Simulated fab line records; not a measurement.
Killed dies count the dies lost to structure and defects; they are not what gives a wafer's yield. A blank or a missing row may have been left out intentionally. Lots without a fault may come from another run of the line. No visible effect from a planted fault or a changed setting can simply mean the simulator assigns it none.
The same fault as seen by 2 desks	flow nand harc	each desk has only its own numbers; what lay behind them comes last

== METROLOGY DESK ==
Lot by lot, what the gauges showed, no matter which tool ran the lot: averages of those sampled wafers that carry a number. Marked OUT: a lot whose mean sits more than 4 standard deviations from the usual mean, which makes it out of limits; the brackets give that distance.
Columns: A = cd nm at NHARC_A_BONDPAD_CD_MEAS_13, usual 499.8 nm; B = cd nm at NHARC_THIN_TSV_CD_MEAS_16, usual 1000.5 nm
lot	first seen here	A	B
L355	day 18 02:23	502.1	1000.6
L358	day 18 06:55	499.4	999.7
L357	day 18 08:24	501.8	1000.1
L354	day 18 09:08	500.6	1001.5
L359	day 18 11:31	497.2	1001.1
L360	day 19 02:22	500.7	1001.6
L361	day 19 07:09	502.5	1000.6
L362	day 19 23:20	498.0	998.7
L365	day 20 10:06	502.2	998.8
L366	day 21 03:17	498.5	998.7
L371	day 22 09:01	499.0	1000.8
L373	day 22 14:27	499.5	1001.1
L375	day 23 14:05	496.4	1000.9
L377	day 24 07:44	503.0	1000.9
Result from this desk: across the 14 lots, nothing is out of limits.

== FOR THE TOOL OWNER'S DESK: pecvd onon-01 ==
The tool's own readings at NHARC_A_ONON_D1_DEP_22 (target thk 1000 nm): means of the sampled wafers that have a number, for each lot that ran on this tool. Marked OUT: a lot whose mean sits more than 4 standard deviations from the usual mean, which makes it out of limits; the brackets give that distance.
Columns: A = n2o flow sccm at NHARC_A_ONON_D1_DEP_22, usual 1999 sccm; B = nh3 flow sccm at NHARC_A_ONON_D1_DEP_22, usual 500.2 sccm
lot	first seen here	A	B
L358	day 8 14:50	2002	500.9
L359	day 9 02:15	2002	500.4
L361	day 9 16:22	2005	498.4
L371	day 11 23:57	1998	500.5
L373	day 12 16:48	2001	501.5
Result from this desk: across the 5 lots, nothing is out of limits.

== ALL TOGETHER ==
The metrology desk saw nothing out of limits.
The tool owner's desk saw nothing out of limits.

== WHAT THE SIMULATOR PUT IN ==
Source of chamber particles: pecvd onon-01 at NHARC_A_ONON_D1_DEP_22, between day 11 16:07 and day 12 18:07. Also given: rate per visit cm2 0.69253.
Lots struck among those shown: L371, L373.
